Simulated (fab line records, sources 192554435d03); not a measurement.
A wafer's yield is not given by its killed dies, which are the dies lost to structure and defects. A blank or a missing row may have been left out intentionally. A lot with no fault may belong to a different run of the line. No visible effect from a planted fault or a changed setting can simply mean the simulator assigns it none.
Comparing a struck lot with a sound one ; flow n5 finfet ; 20 out of 1938 route steps
Sound: these wafers, L885.1, L885.3, L885.4. The struck wafers were L884.1, L884.6. The cause is given at the end.
Each step with rows lists, per side, the tool, then ch with its chambers, then its first start. Under that, the readings that differ: sound wafers ; struck wafers ; difference of the means ; sigmas: that difference in standard deviations of wafers without a fault.
alike: words and numbers the same on both sides, and readings whose means are apart by under 2 such deviations; not compared: readings that were withheld, readings missing a value for some wafer, numbers with overlapping values and no deviation given by the record, and bounds like >300 which may hide the same value.
A row with sigmas, a row that says differs or no value, or rows on one side alone: a step with any of these is where the two part. Non-overlapping numbers with no deviation appear without sigmas and do not part them. Lack of a reading on every wafer of one side parts them only where that side has two or more wafers.

first, 8 steps without rows for these wafers: N5_BEOL_M14_COAT_58 (time 60 s, resist thk 89 nm); N5_BEOL_M14_COAT_04 (resist thk 800 nm); N5_BEOL_M14_EBR_06; N5_BEOL_M14_SOFTBAKE_05 (time 60 s); N5_BEOL_M14_EXPOSE_07 (exposes mask V13); N5_BEOL_M14_PEB_08 (peb time 90 s); N5_BEOL_M14_DEVELOP_09 (develop time 45 s); N5_BEOL_M14_HARDBAKE_14 (time 120 s).
N5_BEOL_M14_CD_MEAS_10 targets a cd of 250 nm.
  sound on cd sem-03 ch 0, day 15 00:00; struck on cd sem-01 ch 0, day 14 05:47
  alike: cd nm
N5_BEOL_M14_OVL_MEAS_11:
  sound on overlay-02 ch 0, day 15 00:02; struck on overlay-01 ch 0, day 14 05:49
  alike: V13_OVL
N5_BEOL_M14_INSPECT_12: inspects for defects (macro).
  sound on defect inspect-02, day 15 00:04; struck on defect inspect-01, day 14 05:51
  alike: raw defect count
N5_BEOL_M14_DESCUM_15: chemistry O2, time 7.9 s.
  sound on rie diel-03 ch 1,2,3, day 15 00:07; struck on rie diel-06 ch 2, day 14 05:53
reading;sound;struck;difference;sigmas
showerhead plenum p Torr (Torr);1.99 2.02 2.15;2.22 2.22;+0.17;+2
  alike: drypump motor current A, oes product au, rf vpp V, temp c, throttle valve pct
  not compared: rf hours counter h
N5_BEOL_M14_ETCH_59: etches BARC in N2/H2, target depth 89 nm, overetch 26.7 nm, time 67.9 s.
  sound on rie diel-03 ch 1,2,3, day 15 00:10; struck on rie diel-06 ch 2, day 14 05:55
reading;sound;struck;difference;sigmas
run length s (s);91.0 90.5 91.6;118.9 119.3;+28.1;+61
showerhead plenum p Torr (Torr);2.42 2.46 2.58;2.70 2.70;+0.21;+2
throttle valve pct (%);18.13 17.84 18.01;17.60 17.59;-0.40;-2
model.coat_of_BEOL_M14_COAT_04.thk nm (nm);718 718.8 719.4;698.4 698;-20.5;
  alike: bias w, drypump motor current A, oes product au, rf vpp V
  not compared: rf hours counter h
N5_BEOL_M14_VIA_ETCH_16: etches SiO2 in C4F8/O2/Ar, target depth 1231.3 nm.
  sound on rie diel-03 ch 1,2,3, day 15 00:13; struck on rie diel-06 ch 2, day 14 05:58
reading;sound;struck;difference;sigmas
showerhead plenum p Torr (Torr);3.27 3.33 3.47;3.61 3.61;+0.25;+2
model.coat_of_BEOL_M14_COAT_04.thk nm (nm);448.6 449.2 441.6;432.4 428.2;-16.2;
  alike: bias w, drypump motor current A, he outer torr, oes product au, rf vpp V, throttle valve pct
N5_BEOL_M14_STRIP_63: strips in O2.
  sound: rie diel-03 ch 1,2,3; struck: rie diel-06 ch 2
reading;sound;struck;difference;sigmas
showerhead plenum p Torr (Torr);1.99 2.03 2.15;2.23 2.23;+0.17;+2
  alike: drypump motor current A, oes product au, rf vpp V, temp c, throttle valve pct
  not compared: rf hours counter h
N5_BEOL_M14_STRIP_64: strips in O2.
  sound: rie diel-03 ch 1,2,3; struck: rie diel-06 ch 2
reading;sound;struck;difference;sigmas
showerhead plenum p Torr (Torr);1.99 2.03 2.15;2.23 2.23;+0.17;+2
temp c (C);60.02 60.20 60.15;59.89 59.87;-0.24;-2
  alike: drypump motor current A, oes product au, rf vpp V, throttle valve pct
  not compared: rf hours counter h
then, 2 steps without rows for these wafers: N5_BEOL_M14_STRIP_71 (strips in post etch residue remover, time 60 s); N5_BEOL_M14_SRD_72 (time 30 s, dry time 30 s).
N5_BEOL_M14_CD_MEAS_17 targets a cd of 250 nm.
  sound on cd sem-03, day 15 00:34; struck on cd sem-03, day 14 06:19
reading;sound;struck;difference;sigmas
cd nm (nm);252.5 255.4 256.9;261.2 260.2;+5.8;+3
then, 1 step without rows for these wafers: N5_BEOL_M14_COAT_65 (time 60 s, resist thk 450 nm).

WHERE THEY PART
Earliest at N5_BEOL_M14_DESCUM_15; latest, in this record, at N5_BEOL_M14_CD_MEAS_17.

WHY: what had been put in by the simulator
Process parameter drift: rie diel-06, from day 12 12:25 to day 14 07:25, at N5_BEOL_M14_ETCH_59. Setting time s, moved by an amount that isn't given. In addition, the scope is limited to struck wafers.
